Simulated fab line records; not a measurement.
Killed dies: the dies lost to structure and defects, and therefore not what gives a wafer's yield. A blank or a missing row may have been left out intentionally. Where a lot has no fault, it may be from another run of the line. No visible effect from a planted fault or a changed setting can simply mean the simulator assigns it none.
fab line records	flow nand-harc
record lots=24	wafers=72	last-day=33
route steps=1302 shown A_ONON_D2@559 A_CHANNEL_HOLE_D2@589 A_CHANNEL_FILL_D2@614
lots that met no fault: from a run of the same line without faults
start-h: hours from the record's first day to the start of the lot's first wafer shown	wait-h: time in hours since the lot's previous step	" same as the row above	L1.1+2: a row that stands for several wafers	- no value, or no start given	* or withheld: withheld	< > ~ a bound
route shown NAME@n: names a module that has steps shown in the file, with the first one's number in the route	usual: mean and standard deviation over wafers with no fault	same: alike in all rows	chamber/n: place in a boat	sites: per-site readings	_std_site: the standard deviation of these	_edge_site: the outer-site mean with the inner-site mean subtracted	radius-mm: how far each site lies from the wafer's centre	mask NAME#n: copy n	behind: tool/chamber where the wafer was last shaped	hold: the reason the lot was held/the length of the hold in hours/how it ended	device: whichever transistor did not switch (one of n, p or np)	end of line: the tests these same wafers got at the end of their route	a step with no rows: only its recipe	killed: dies lost to structure and defects at the first sort, not the wafer's yield	map: per-die view of a wafer (x killed, . not killed, _ where there is no die)
set.NAME: the run value of the setting; set.NAME@STEP: its run value at that earlier step	model.NAME: the simulator's own value behind a step, which no gauge read
route steps across a sampled set of lots; one table per step, one row per wafer
services: the hour from which a tool's chamber was out of use, counted from the record's first day as start-h (under 0 if before that day), plus the number of hours and why
## steps
# step NHARC_A_ONON_D2_THK_MEAS_21
# recipe thk-meas-gauge=ellipsometry
# usual thk-nm=1000/9.5
lot.wafer	tool	chamber	start-h	wait-h	thk-nm
L075.1	film-metro-02	-	292.74	-	1006
L075.2	"	-	"	"	1006
L075.5	"	-	"	"	1006
L074.1	film-metro-01	-	292.74	-	1000
L074.4	"	-	"	"	999
L074.6	"	-	"	"	999
L076.1	film-metro-02	-	318.39	-	1014
L076.2	"	-	"	"	1015
L076.3	"	-	"	"	1015
L078.2	film-metro-01	-	322.99	-	1009
L078.5	"	-	"	"	1008
L078.6	"	-	"	"	1006
L077.1	film-metro-02	-	322.99	-	1001
L077.2	"	-	"	"	1000
L077.5	"	-	"	"	999
L080.3	film-metro-01	-	346.05	-	1006
L080.4	"	-	"	"	1005
L080.6	"	-	"	"	1007
L081.2	film-metro-02	-	346.05	-	995
L081.3	"	-	"	"	995
L081.6	"	-	"	"	995
L079.1	film-metro-01	-	346.06	-	1017
L079.5	"	-	"	"	1016
L079.6	"	-	"	"	1016
L082.1	film-metro-01	-	363.21	-	1008
L082.2	"	-	"	"	1009
L082.6	"	-	"	"	1007
L083.1	film-metro-01	-	376.42	-	1015
L083.2	"	-	"	"	1016
L083.6	"	-	"	"	1017
L084.3	film-metro-01	-	394.19	-	992
L084.4	"	-	"	"	991
L084.5	"	-	"	"	990
L085.2	film-metro-01	-	394.19	-	1005
L085.4	"	-	"	"	1004
L085.6	"	-	"	"	1004
L086.3	film-metro-02	-	402.59	-	985
L086.4	"	-	"	"	983
L086.6	"	-	"	"	984
L088.1	film-metro-02	-	429.23	-	1004
L088.3	"	-	"	"	1004
L088.4	"	-	"	"	1004
L087.1	film-metro-01	-	429.23	-	999
L087.3	"	-	"	"	1002
L087.4	"	-	"	"	1001
L089.1	film-metro-02	-	429.24	-	991
L089.3	"	-	"	"	990
L089.4	"	-	"	"	990
L090.1	film-metro-01	-	446.23	-	990
L090.3	"	-	"	"	990
L090.4	"	-	"	"	991
L091.3	film-metro-01	-	452.38	-	1000
L091.5	"	-	"	"	1000
L091.6	"	-	"	"	1002
L093.1	film-metro-01	-	473.85	-	992
L093.4	"	-	"	"	993
L093.6	"	-	"	"	993
L092.1	film-metro-02	-	479.50	-	987
L092.2	"	-	"	"	986
L092.5	"	-	"	"	986
L094.1	film-metro-02	-	488.07	-	1004
L094.2	"	-	"	"	1005
L094.5	"	-	"	"	1006
L096.2	film-metro-02	-	498.01	-	982
L096.3	"	-	"	"	982
L096.4	"	-	"	"	981
L097.1	film-metro-01	-	508.56	-	993
L097.3	"	-	"	"	993
L097.6	"	-	"	"	994
L095.1	film-metro-02	-	508.57	-	1001
L095.4	"	-	"	"	999
L095.5	"	-	"	"	1002
# step NHARC_A_CHANNEL_HOLE_D2_ETCH_16
# recipe target-depth-a=31000	over-etch-frac=0.3	time-s=806	ion-energy-ev=150	o2-flow-sccm=400	cos-flow-sccm=20	ar-flow-sccm=0	rf-w=500	bias-w=300	chemistry=O2/COS
# usual drypump-motor-current-A=5.9/0.4	oes-product-au=1.000/0.015	rf-vpp-V=313.5/2	showerhead-plenum-p-Torr=3.08/0.12	throttle-valve-pct=28.330/0.0098
lot.wafer	tool	chamber	start-h	wait-h	drypump-motor-current-A	oes-product-au	rf-hours-counter-h	rf-vpp-V	showerhead-plenum-p-Torr	throttle-valve-pct
L074.1	rie-diel-08	3	-	-	5.9	1.024	3.6	316.5	3.28	28.326
L074.4	"	0	"	"	5.5	1.013	4.4	314.1	3.12	28.318
L074.6	"	3	"	"	5.9	1.012	-	315.4	3.28	28.341
L075.1	rie-diel-09	0	-	-	5.9	0.990	8.5	312.2	2.97	28.317
L075.2	"	1	"	"	6.3	1.012	9.4	315.1	3.22	28.342
L075.5	"	1	"	"	6.4	1.009	-	313.7	3.22	28.335
L076.3	rie-diel-08	1	-	-	5.3	1.005	4.7	311.8	2.99	28.343
L076.2	"	3	"	"	5.8	1.025	4.6	317.2	3.28	28.311
L076.1	"	0	"	"	5.5	1.012	5.3	314.3	3.12	28.335
L078.2	rie-diel-09	1	-	-	6.4	1.001	1.5	313.9	3.21	28.320
L078.6	"	3	"	"	6.2	1.007	-	311.9	2.91	28.331
L078.5	"	0	"	"	5.9	0.978	-	311.2	2.97	28.326
L077.2	rie-diel-08	1	-	-	5.3	0.989	5.4	311.5	2.99	28.332
L077.1	"	0	"	"	5.5	1.012	5.9	313.2	3.12	28.336
L077.5	"	1	"	"	5.3	0.997	-	312.1	2.99	28.333
L079.1	rie-diel-08	2	-	-	5.9	0.982	5.6	314.5	3.12	28.339
L079.5	"	1	"	"	5.3	0.988	-	312.5	2.99	28.317
L079.6	"	2	"	"	6.0	0.985	-	313.8	3.12	28.319
L081.3	rie-diel-09	3	-	-	6.2	0.996	1.8	309.2	2.91	28.321
L081.2	"	0	"	"	5.9	0.986	1.7	312.6	2.97	28.326
L081.6	"	3	"	"	6.2	1.003	-	310.9	2.91	28.331
L080.4	rie-diel-09	0	-	-	5.9	0.978	2.4	311.8	2.97	28.328
L080.3	"	1	"	"	6.4	0.994	2.6	314.9	3.21	28.339
L080.6	"	1	"	"	6.4	0.984	-	314.8	3.21	28.341
L082.1	rie-diel-09	3	-	-	6.2	0.996	3.8	311.4	2.91	28.317
L082.2	"	2	"	"	5.8	1.011	4.0	312.8	2.97	28.338
L082.6	"	3	"	"	6.2	0.995	-	311.9	2.91	28.315
L083.2	rie-diel-05	1	-	-	5.2	0.984	6.3	316.9	3.27	28.328
L083.1	"	2	"	"	5.8	0.991	6.3	315.5	3.22	28.329
L083.6	"	3	"	"	6.4	1.012	-	311.9	3.03	28.337
L084.3	rie-diel-05	1	-	-	5.2	0.988	7.1	315.6	3.27	28.336
L084.4	"	2	"	"	5.7	0.993	7.1	314.4	3.21	28.314
L084.5	"	0	"	"	6.5	0.998	-	312.1	3.00	28.339
L085.2	rie-diel-05	2	-	-	5.8	0.992	7.7	313.6	3.21	28.346
L085.4	"	0	"	"	6.5	0.994	7.0	312.4	3.00	28.325
L085.6	"	1	"	"	5.3	0.968	-	315.9	3.27	28.336
L086.4	rie-diel-09	3	-	-	6.2	1.003	5.7	311.1	2.91	28.316
L086.3	"	1	"	"	6.3	1.002	6.3	317.0	3.21	28.322
L086.6	"	2	"	"	5.8	1.010	-	311.2	2.97	28.327
L088.3	rie-diel-08	1	-	-	5.3	0.973	2.3	312.4	2.99	28.345
L088.4	"	2	"	"	6.0	0.989	2.7	314.2	3.12	28.328
L088.1	"	3	"	"	5.9	0.999	3.1	316.5	3.28	28.326
L087.3	rie-diel-05	0	-	-	6.6	1.024	0.6	312.9	2.99	28.323
L087.4	"	1	"	"	5.2	1.011	0.7	315.1	3.27	28.330
L087.1	"	3	"	"	6.4	0.996	0.7	312.0	3.02	28.334
L089.4	rie-diel-08	2	-	-	6.0	1.003	3.4	314.4	3.12	28.337
L089.1	"	3	"	"	5.9	1.010	3.5	316.2	3.28	28.333
L089.3	"	0	"	"	5.5	0.985	3.0	313.1	3.11	28.322
L090.3	rie-diel-08	3	-	-	5.8	1.011	4.2	317.5	3.28	28.321
L090.4	"	0	"	"	5.5	0.997	3.7	313.6	3.11	28.324
L090.1	"	1	"	"	5.3	0.993	3.8	310.8	2.99	28.335
L091.3	rie-diel-05	0	-	-	6.5	1.011	2.4	312.4	2.99	28.343
L091.6	"	3	"	"	6.4	0.984	-	313.5	3.02	28.328
L091.5	"	0	"	"	6.6	1.014	-	313.5	2.99	28.329
L093.1	rie-diel-09	2	-	-	5.8	1.001	9.2	312.0	2.97	28.328
L093.4	"	0	"	"	5.9	0.989	9.4	312.4	2.97	28.327
L093.6	"	1	"	"	6.3	1.002	-	315.7	3.21	28.348
L092.2	rie-diel-09	0	-	-	5.9	0.989	10.0	313.0	2.97	28.339
L092.1	"	1	"	"	6.3	1.000	10.1	314.6	3.21	28.331
L092.5	"	3	"	"	6.2	1.018	-	310.7	2.91	28.324
L094.1	rie-diel-05	1	-	-	5.3	1.011	4.6	316.1	3.26	28.317
L094.2	"	3	"	"	6.4	0.989	5.4	312.7	3.02	28.323
L094.5	"	0	"	"	6.5	1.013	-	312.2	2.99	28.325
L096.3	rie-diel-05	0	-	-	6.5	1.020	6.0	312.5	2.99	28.317
L096.4	"	2	"	"	5.8	1.004	5.6	315.8	3.21	28.332
L096.2	"	3	"	"	6.4	0.995	6.1	311.6	3.02	28.351
L097.3	rie-diel-05	0	-	-	6.5	1.020	7.6	311.7	2.99	28.334
L097.1	"	3	"	"	6.4	0.999	7.0	314.7	3.02	28.330
L097.6	"	1	"	"	5.2	1.017	-	317.2	3.26	28.344
L095.1	rie-diel-09	0	-	-	5.9	0.985	1.4	311.2	2.96	28.311
L095.4	"	1	"	"	6.3	0.991	2.3	314.1	3.21	28.319
L095.5	"	0	"	"	5.9	0.991	-	312.7	2.97	28.323
# step NHARC_A_CHANNEL_HOLE_D2_CD_MEAS_18
# usual cd-nm=99.2/2.7
lot.wafer	tool	chamber	start-h	wait-h	cd-nm
L074.1	cd-sem-01	-	298.99	-	101.1
L074.4	"	-	"	"	92.5
L074.6	"	-	"	"	100.9
L075.1	cd-sem-03	-	299.15	-	104.2
L075.2	"	-	"	"	96.0
L075.5	"	-	"	"	99.5
L076.1	cd-sem-03	-	328.78	-	93.6
L076.2	"	-	"	"	97.3
L076.3	"	-	"	"	96.7
L078.2	cd-sem-01	-	337.97	-	97.7
L078.5	"	-	"	"	97.6
L078.6	"	-	"	"	98.5
L077.1	cd-sem-03	-	338.13	-	97.7
L077.2	"	-	"	"	100.9
L077.5	"	-	"	"	101.7
L079.1	cd-sem-03	-	353.00	-	100.9
L079.5	"	-	"	"	97.1
L079.6	"	-	"	"	101.8
L081.2	cd-sem-02	-	353.16	-	102.0
L081.3	"	-	"	"	98.2
L081.6	"	-	"	"	95.9
L080.3	cd-sem-02	-	354.35	-	96.8
L080.4	"	-	"	"	101.1
L080.6	"	-	"	"	98.1
L082.1	cd-sem-02	-	371.34	-	100.1
L082.2	"	-	"	"	101.9
L082.6	"	-	"	"	99.4
L083.1	cd-sem-02	-	388.45	-	94.9
L083.2	"	-	"	"	99.8
L083.6	"	-	"	"	95.5
L084.3	cd-sem-03	-	400.89	-	96.5
L084.4	"	-	"	"	99.9
L084.5	"	-	"	"	100.6
L085.2	cd-sem-03	-	402.80	-	101.6
L085.4	"	-	"	"	103.9
L085.6	"	-	"	"	98.8
L086.3	cd-sem-01	-	408.88	-	91.7
L086.4	"	-	"	"	97.8
L086.6	"	-	"	"	96.1
L088.1	cd-sem-02	-	435.53	-	99.9
L088.3	"	-	"	"	96.3
L088.4	"	-	"	"	101.4
L087.1	cd-sem-03	-	435.67	-	97.8
L087.3	"	-	"	"	98.9
L087.4	"	-	"	"	103.7
L089.1	cd-sem-02	-	437.36	-	98.8
L089.3	"	-	"	"	100.5
L089.4	"	-	"	"	104.0
L090.1	cd-sem-03	-	452.71	-	100.8
L090.3	"	-	"	"	104.1
L090.4	"	-	"	"	98.4
L091.3	cd-sem-03	-	458.51	-	99.0
L091.5	"	-	"	"	99.7
L091.6	"	-	"	"	95.3
L093.1	cd-sem-01	-	480.34	-	101.9
L093.4	"	-	"	"	97.5
L093.6	"	-	"	"	100.1
L092.1	cd-sem-03	-	486.62	-	97.8
L092.2	"	-	"	"	102.3
L092.5	"	-	"	"	101.0
L094.1	cd-sem-03	-	500.76	-	98.6
L094.2	"	-	"	"	96.2
L094.5	"	-	"	"	100.2
L096.2	cd-sem-03	-	509.41	-	94.9
L096.3	"	-	"	"	99.9
L096.4	"	-	"	"	99.0
L097.1	cd-sem-02	-	515.18	-	96.5
L097.3	"	-	"	"	101.0
L097.6	"	-	"	"	100.5
L095.1	cd-sem-03	-	517.05	-	99.1
L095.4	"	-	"	"	100.2
L095.5	"	-	"	"	102.7
# step NHARC_A_CHANNEL_HOLE_D2_ETCH_25
# recipe bias-v=5000	source-w=withheld	pressure-mtorr=20	time-s=1040.2	ar-flow-sccm=375	c4f8-flow-sccm=93.8	o2-flow-sccm=31.2	temp-c=-20	target-depth-a=15000	chemistry=C4F8/O2/Ar
# usual drypump-motor-current-A=5.9/0.38	he-backside-leak-sccm=6.2/0.84	showerhead-plenum-p-Torr=3.66/0.1	throttle-valve-pct=32.235/0.0086
lot.wafer	tool	chamber	start-h	wait-h	drypump-motor-current-A	he-backside-leak-sccm	rf-hours-counter-h	showerhead-plenum-p-Torr	throttle-valve-pct
L074.1	har-etch-01	1	303.40	0.7	6.0	6.0	160	3.69	32.239
L074.4	"	0	"	"	5.8	5.6	-	3.69	32.244
L074.6	"	0	"	"	5.8	5.6	-	3.69	32.227
L075.1	har-etch-01	1	307.38	0.6	6.0	6.0	164	3.68	32.247
L075.2	"	0	"	"	5.9	5.8	164	3.68	32.245
L075.5	"	0	"	"	5.8	5.8	-	3.68	32.248
L076.2	har-etch-01	1	331.75	0.6	6.0	5.9	175	3.68	32.243
L076.1	"	0	"	"	5.8	6.1	175	3.68	32.234
L076.3	"	1	"	"	6.0	6.0	-	3.68	32.243
L078.2	har-etch-01	0	341.20	0.7	5.8	5.9	183	3.67	32.230
L078.6	"	1	"	"	6.0	6.3	-	3.67	32.222
L078.5	"	0	"	"	5.8	5.6	-	3.67	32.235
L077.1	har-etch-02	0	342.48	0.6	6.7	7.4	373	3.42	32.242
L077.2	"	1	"	"	5.3	6.9	380	3.66	32.221
L077.5	"	0	"	"	6.6	7.7	-	3.42	32.241
L079.1	har-etch-01	0	355.95	0.6	5.8	5.9	191	3.67	32.218
L079.6	"	0	"	"	5.8	5.9	-	3.67	32.221
L079.5	"	1	"	"	6.0	6.3	-	3.67	32.245
L081.2	har-etch-02	0	356.76	0.6	6.6	7.8	380	3.42	32.245
L081.3	"	0	"	"	6.6	7.8	-	3.42	32.244
L081.6	"	0	"	"	6.7	7.9	-	3.42	32.245
L080.4	har-etch-01	0	360.40	0.7	5.8	6.1	-	3.67	32.232
L080.3	"	1	"	"	6.0	6.3	-	3.67	32.223
L080.6	"	1	"	"	6.0	6.1	-	3.67	32.233
L082.1	har-etch-02	1	374.30	0.6	5.4	6.8	396	3.65	32.244
L082.2	"	0	"	"	6.6	7.8	388	3.41	32.237
L082.6	"	0	"	"	6.7	7.7	-	3.41	32.238
L083.2	har-etch-01	0	391.99	0.6	5.8	5.9	214	3.66	32.234
L083.1	"	1	"	"	6.0	6.2	214	3.66	32.221
L083.6	"	1	"	"	6.0	6.2	-	3.66	32.245
L084.4	har-etch-02	1	406.01	0.7	5.3	5.5	-	3.64	32.234
L084.3	"	0	"	"	6.6	7.0	-	3.92	32.229
L084.5	"	0	"	"	6.6	4.7	-	3.92	32.252
L085.2	har-etch-01	1	410.40	0.6	6.0	6.2	225	3.65	32.231
L085.4	"	1	"	"	6.0	6.1	-	3.65	32.227
L085.6	"	0	"	"	5.8	6.3	-	3.65	32.242
L086.3	har-etch-01	0	414.68	0.7	5.8	5.9	-	3.65	32.232
L086.4	"	1	"	"	6.0	6.3	-	3.65	32.228
L086.6	"	0	"	"	5.8	6.1	-	3.65	32.223
L088.1	har-etch-01	1	438.63	0.7	6.0	6.5	237	3.64	32.238
L088.4	"	0	"	"	5.9	6.2	-	3.64	32.236
L088.3	"	1	"	"	6.0	6.4	-	3.64	32.245
L087.1	har-etch-02	1	438.78	0.7	5.3	5.8	26	3.63	32.237
L087.3	"	0	"	"	6.6	4.7	-	3.91	32.244
L087.4	"	1	"	"	5.3	5.8	-	3.63	32.233
L089.1	har-etch-01	0	442.78	0.7	5.9	6.3	241	3.64	32.243
L089.4	"	1	"	"	6.0	6.5	-	3.64	32.240
L089.3	"	0	"	"	5.9	6.1	-	3.64	32.224
L090.1	har-etch-01	0	455.81	0.6	5.8	6.0	253	3.64	32.219
L090.3	"	1	"	"	6.0	6.4	-	3.64	32.232
L090.4	"	0	"	"	5.9	6.2	-	3.64	32.241
L091.3	har-etch-02	0	461.91	0.7	6.6	4.8	-	3.91	32.213
L091.5	"	1	"	"	5.3	5.5	-	3.62	32.238
L091.6	"	0	"	"	6.6	4.6	-	3.91	32.241
L093.1	har-etch-01	0	483.45	0.7	5.9	6.1	264	3.63	32.229
L093.4	"	0	"	"	5.8	5.9	-	3.63	32.237
L093.6	"	1	"	"	6.0	6.6	-	3.63	32.240
L092.2	har-etch-01	1	489.59	0.6	6.0	6.8	268	3.63	32.231
L092.1	"	0	"	"	5.8	5.7	268	3.63	32.223
L092.5	"	1	"	"	6.0	6.6	-	3.63	32.230
L094.2	har-etch-02	0	505.65	0.6	6.6	4.7	63	3.89	32.223
L094.1	"	1	"	"	5.3	5.4	63	3.61	32.218
L094.5	"	1	"	"	5.3	5.6	-	3.61	32.247
L096.2	har-etch-01	0	515.07	0.7	5.9	6.2	283	3.62	32.240
L096.3	"	1	"	"	6.0	6.7	-	3.62	32.242
L096.4	"	0	"	"	5.9	6.5	-	3.62	32.220
L097.1	har-etch-01	0	522.93	0.6	5.8	6.4	291	3.62	32.235
L097.3	"	0	"	"	5.8	6.6	-	3.62	32.245
L097.6	"	1	"	"	6.0	6.6	-	3.62	32.236
L095.1	har-etch-02	0	523.76	0.6	6.6	4.9	78	3.88	32.232
L095.4	"	0	"	"	6.6	4.8	-	3.88	32.228
L095.5	"	1	"	"	5.3	5.8	-	3.60	32.222
# step NHARC_A_CHANNEL_HOLE_D2_ETCH_27
# recipe bias-v=400	source-w=2000	pressure-mtorr=25	time-s=90	ar-flow-sccm=375	c4f8-flow-sccm=41.7	o2-flow-sccm=83.3	temp-c=-20	target-depth-a=4000	chemistry=C4F8/O2/Ar
# usual drypump-motor-current-A=5.9/0.38	he-backside-leak-sccm=6.2/0.99	showerhead-plenum-p-Torr=3.70/0.11	throttle-valve-pct=27.619/0.0088
lot.wafer	tool	chamber	start-h	wait-h	drypump-motor-current-A	he-backside-leak-sccm	rf-hours-counter-h	showerhead-plenum-p-Torr	throttle-valve-pct
L074.1	har-etch-01	1	304.36	0.2	6.0	5.9	161	3.73	27.622
L074.4	"	0	"	"	5.9	5.8	-	3.73	27.613
L074.6	"	0	"	"	5.9	5.8	-	3.73	27.634
L075.1	har-etch-01	1	308.46	0.2	6.0	6.1	165	3.73	27.615
L075.2	"	0	"	"	5.9	5.6	165	3.73	27.610
L075.5	"	0	"	"	5.8	5.6	-	3.73	27.615
L076.2	har-etch-01	1	332.84	0.2	6.0	6.3	176	3.72	27.621
L076.1	"	0	"	"	5.8	6.1	176	3.72	27.629
L076.3	"	1	"	"	6.0	6.2	-	3.72	27.624
L078.2	har-etch-01	0	342.16	0.2	5.8	6.0	184	3.72	27.613
L078.6	"	1	"	"	6.1	6.0	-	3.72	27.605
L078.5	"	0	"	"	5.8	6.1	-	3.72	27.617
L077.1	har-etch-02	0	343.54	0.2	6.6	7.7	374	3.45	27.607
L077.2	"	1	"	"	5.3	6.8	381	3.70	27.620
L077.5	"	0	"	"	6.6	14.1	-	3.45	27.637
L079.1	har-etch-01	0	357.03	0.2	5.9	5.7	192	3.71	27.619
L079.6	"	0	"	"	5.8	5.8	-	3.71	27.623
L079.5	"	1	"	"	6.0	6.3	-	3.71	27.629
L081.2	har-etch-02	0	357.84	0.2	6.6	8.0	381	3.45	27.617
L081.3	"	0	"	"	6.6	7.8	-	3.45	27.627
L081.6	"	0	"	"	6.7	7.7	-	3.45	27.624
L080.4	har-etch-01	0	361.25	0.2	5.8	6.1	-	3.71	27.621
L080.3	"	1	"	"	6.0	6.1	-	3.71	27.619
L080.6	"	1	"	"	6.0	6.0	-	3.71	27.616
L082.1	har-etch-02	1	375.38	0.2	5.3	6.7	397	3.69	27.614
L082.2	"	0	"	"	6.7	7.5	389	3.45	27.625
L082.6	"	0	"	"	6.6	7.6	-	3.45	27.610
L083.2	har-etch-01	0	393.07	0.2	5.9	6.0	215	3.70	27.632
L083.1	"	1	"	"	6.0	6.2	215	3.70	27.614
L083.6	"	1	"	"	6.0	6.7	-	3.70	27.605
L084.4	har-etch-02	1	406.86	0.2	5.3	5.5	-	3.68	27.613
L084.3	"	0	"	"	6.6	4.6	-	3.98	27.630
L084.5	"	0	"	"	6.6	4.7	-	3.98	27.642
L085.2	har-etch-01	1	411.35	0.2	6.0	6.5	226	3.69	27.637
L085.4	"	1	"	"	6.0	6.4	-	3.69	27.624
L085.6	"	0	"	"	5.8	6.1	-	3.69	27.620
L086.3	har-etch-01	0	415.53	0.2	5.9	5.9	-	3.69	27.633
L086.4	"	1	"	"	6.0	6.5	-	3.69	27.622
L086.6	"	0	"	"	5.8	6.2	-	3.69	27.620
L088.1	har-etch-01	1	439.58	0.2	6.0	6.3	238	3.69	27.610
L088.4	"	0	"	"	5.8	6.1	-	3.69	27.618
L088.3	"	1	"	"	6.0	6.5	-	3.69	27.592
L087.1	har-etch-02	1	439.76	0.2	5.3	5.6	26	3.67	27.624
L087.3	"	0	"	"	6.6	4.6	-	3.97	27.629
L087.4	"	1	"	"	5.3	5.4	-	3.67	27.631
L089.1	har-etch-01	0	443.75	0.2	5.9	6.1	242	3.68	27.615
L089.4	"	1	"	"	6.0	6.7	-	3.68	27.625
L089.3	"	0	"	"	5.8	6.0	-	3.68	27.616
L090.1	har-etch-01	0	456.79	0.2	5.8	6.0	254	3.68	27.604
L090.3	"	1	"	"	6.0	6.5	-	3.68	27.626
L090.4	"	0	"	"	5.8	6.1	-	3.68	27.616
L091.3	har-etch-02	0	462.64	0.2	6.6	4.6	-	3.96	27.617
L091.5	"	1	"	"	5.3	5.5	-	3.67	27.629
L091.6	"	0	"	"	6.6	4.9	-	3.96	27.616
L093.1	har-etch-01	0	484.40	0.2	5.8	6.0	265	3.67	27.621
L093.4	"	0	"	"	5.9	6.1	-	3.67	27.618
L093.6	"	1	"	"	6.0	6.5	-	3.67	27.606
L092.2	har-etch-01	1	490.67	0.2	6.0	6.6	269	3.67	27.605
L092.1	"	0	"	"	5.8	6.1	269	3.67	27.619
L092.5	"	1	"	"	6.0	6.5	-	3.67	27.622
L094.2	har-etch-02	0	506.72	0.2	6.6	4.7	64	3.94	27.628
L094.1	"	1	"	"	5.3	5.6	64	3.65	27.616
L094.5	"	1	"	"	5.3	5.5	-	3.65	27.619
L096.2	har-etch-01	0	516.02	0.2	5.8	6.1	284	3.66	27.613
L096.3	"	1	"	"	6.0	7.1	-	3.66	27.617
L096.4	"	0	"	"	5.8	6.3	-	3.66	27.616
L097.1	har-etch-01	0	524.01	0.2	5.9	6.2	292	3.66	27.623
L097.3	"	0	"	"	5.9	6.5	-	3.66	27.618
L097.6	"	1	"	"	6.0	7.0	-	3.66	27.627
L095.1	har-etch-02	0	524.82	0.2	6.6	4.7	79	3.93	27.618
L095.4	"	0	"	"	6.6	5.0	-	3.93	27.607
L095.5	"	1	"	"	5.3	5.8	-	3.64	27.622
# step NHARC_A_CHANNEL_FILL_D2_ALD_14
# recipe target-thk-a=25	pulse-time-s=10	ald-cycles=25	temp-c=300	material=SiO2
# usual heater-power-w=472/36	precursor-pulse-height-rel=1.002/0.021	susceptor-temp-C=300.01/0.18
lot.wafer	tool	chamber	start-h	wait-h	heater-power-w	precursor-pulse-height-rel	susceptor-temp-C
L074.4	ald-hk-02	1	316.04	0.0	539	1.003	299.79
L074.1	"	3	"	"	453	0.976	300.04
L074.6	"	2	"	"	460	0.993	299.98
L075.2	ald-hk-04	2	316.04	0.0	473	1.004	-
L075.1	"	3	"	"	456	1.015	-
L075.5	"	3	"	"	454	0.992	-
L076.1	ald-hk-04	3	342.49	0.0	451	1.040	300.20
L076.2	"	0	"	"	412	0.987	299.80
L076.3	"	1	"	"	423	0.973	300.16
L078.2	ald-hk-01	3	351.15	0.2	523	1.031	300.12
L078.5	"	0	"	"	480	1.031	299.93
L078.6	"	1	"	"	467	0.997	300.05
L077.2	ald-hk-01	0	354.42	0.1	478	1.024	299.66
L077.1	"	2	"	"	454	1.010	300.09
L077.5	"	3	"	"	545	0.995	300.17
L079.1	ald-hk-04	0	366.12	0.1	409	0.983	-
L079.6	"	3	"	"	447	0.976	-
L079.5	"	0	"	"	404	0.991	-
L081.2	ald-hk-04	3	366.30	0.3	446	1.003	300.39
L081.3	"	1	"	"	429	0.984	299.87
L081.6	"	3	"	"	456	1.027	300.22
L080.4	ald-hk-01	1	370.22	0.1	471	0.975	299.99
L080.3	"	3	"	"	543	1.004	299.93
L080.6	"	0	"	"	478	1.000	300.01
L082.2	ald-hk-04	1	385.27	0.9	422	1.041	299.83
L082.1	"	2	"	"	471	0.991	299.59
L082.6	"	0	"	"	402	1.004	300.31
L083.2	ald-hk-04	2	402.06	0.1	470	1.022	300.14
L083.1	"	3	"	"	442	1.013	300.27
L083.6	"	2	"	"	470	0.988	300.10
L084.3	ald-hk-02	1	415.85	0.1	516	0.966	299.95
L084.4	"	2	"	"	455	0.994	300.06
L084.5	"	0	"	"	484	1.017	299.75
L085.2	ald-hk-04	1	420.31	0.1	415	1.009	300.16
L085.4	"	3	"	"	456	1.013	300.34
L085.6	"	1	"	"	419	1.031	300.02
L086.4	ald-hk-02	2	424.44	0.1	464	1.006	300.21
L086.3	"	3	"	"	438	1.034	300.03
L086.6	"	1	"	"	526	1.020	299.65
L089.4	ald-hk-01	3	451.37	0.0	533	0.971	299.94
L089.3	"	0	"	"	500	1.011	300.11
L089.1	"	2	"	"	482	1.019	300.14
L087.4	ald-hk-01	3	451.63	0.3	539	1.001	300.02
L087.1	"	0	"	"	486	0.992	300.08
L087.3	"	1	"	"	467	1.013	299.89
L088.4	ald-hk-01	1	451.81	0.5	474	0.964	299.98
L088.3	"	3	"	"	537	1.003	299.95
L088.1	"	0	"	"	480	0.970	300.21
L090.4	ald-hk-01	3	465.65	0.1	536	1.012	299.97
L090.1	"	0	"	"	482	0.979	299.70
L090.3	"	1	"	"	463	0.983	299.88
L091.3	ald-hk-02	2	471.49	0.1	448	1.035	300.00
L091.5	"	0	"	"	490	0.994	300.26
L091.6	"	1	"	"	518	0.984	299.98
L093.1	ald-hk-01	0	493.99	0.1	468	0.975	299.87
L093.4	"	1	"	"	463	1.015	300.17
L093.6	"	3	"	"	508	1.009	300.04
L092.1	ald-hk-01	0	499.60	0.0	473	1.011	300.26
L092.2	"	1	"	"	453	1.018	300.03
L092.5	"	1	"	"	458	0.990	299.83
L094.1	ald-hk-02	1	515.67	0.0	531	0.979	299.67
L094.2	"	3	"	"	434	1.016	299.99
L094.5	"	1	"	"	531	1.022	299.71
L096.2	ald-hk-01	2	524.87	0.0	472	1.004	299.93
L096.4	"	0	"	"	471	1.018	300.30
L096.3	"	1	"	"	470	1.026	299.70
L097.3	ald-hk-01	2	533.15	0.2	487	0.997	299.87
L097.1	"	3	"	"	505	0.983	299.96
L097.6	"	0	"	"	474	1.038	300.02
L095.1	ald-hk-01	3	533.30	0.4	511	1.008	-
L095.4	"	0	"	"	471	1.013	-
L095.5	"	3	"	"	523	0.958	-
## services
tool	chamber	start-h	hours	kind
ald-hk-02	-	293.08	0.6	repair
har-etch-02	0	297.71	-	consumable-replace:focus-ring
har-etch-02	0	297.71	17.0	scheduled-down
har-etch-02	0	297.71	17.0	vent-cycle
ald-hk-01	-	299.01	10.0	pm
rie-diel-09	-	320.10	9.0	pm
rie-diel-09	-	334.83	0.2	repair
ald-hk-02	-	352.64	10.0	pm
rie-diel-08	-	367.80	9.0	pm
har-etch-02	-	380.78	17.0	pm
har-etch-02	0	380.78	17.0	vent-cycle
har-etch-02	1	380.78	17.0	vent-cycle
rie-diel-05	0	383.73	15.6	repair
har-etch-02	0	397.78	-	clean
har-etch-02	0	397.78	-	consumable-replace:esc
har-etch-02	0	397.78	-	consumable-replace:showerhead
rie-diel-05	-	406.60	9.0	pm
rie-diel-05	-	422.71	0.1	repair
rie-diel-09	3	446.91	19.0	repair
har-etch-01	-	467.94	3.5	repair
ald-hk-01	-	477.01	10.0	pm
rie-diel-09	-	497.10	9.0	pm
ald-hk-02	-	530.64	10.0	pm
har-etch-01	-	532.82	12.5	repair
## key
fault none
